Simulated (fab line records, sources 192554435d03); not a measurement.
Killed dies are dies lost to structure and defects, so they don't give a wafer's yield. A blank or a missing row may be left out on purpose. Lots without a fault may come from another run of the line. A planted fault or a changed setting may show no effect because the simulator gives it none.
Chamber matching | flow n5_finfet | N5_BEOL_M8_PECVD_70 on pecvd-01: 3 sister chambers
The step deposits SiO2 from TEOS/O2, target thk 20 nm, time 22.7 s. 3 wafers are shown with their chamber, then 7 later ones without.

WAFERS WITH THEIR CHAMBER
wafer  | chamber | throttle_valve_pct (%)
L085.6 | 2       | 22.0
L092.1 | 0       | 22.8
L092.2 | 1       | 22.8

WAFERS WITHOUT THEIR CHAMBER
wafer  | throttle_valve_pct (%)
L092.3 | 22.3
L090.1 | 22.9
L090.4 | 23.3
L090.6 | 22.7
L096.1 | 22.8
L096.2 | 22.1
L096.4 | 22.3

WHICH CHAMBER EACH WENT THROUGH
wafer  | from the rows above          | in truth
L092.3 | can't be placed: 2 or 0 or 1 | 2
L090.1 | can't be placed: 0 or 1      | 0
L090.4 | can't be placed: 0 or 1      | 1
L090.6 | can't be placed: 0 or 1      | 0
L096.1 | can't be placed: 0 or 1      | 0
L096.2 | 2                            | 2
L096.4 | can't be placed: 2 or 0 or 1 | 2
Placed correctly: 1 of 7. Can't be placed from these rows: 6 (the true chamber is among the candidates in 6). Placed wrongly: 0.
How it was worked out, from the rows above alone: a wafer's distance from a chamber is the root of the sum, over the readings, of the square of ((its reading less the chamber's mean) divided by the reading's scatter). The wafer belongs to the nearest chamber; if the next one is less than 2 further off, it can't be placed. A chamber's mean is the mean of its shown wafers. The scatter: with one shown wafer a chamber, the root of the mean of the squares of how far each hidden wafer lies from its nearest shown one.
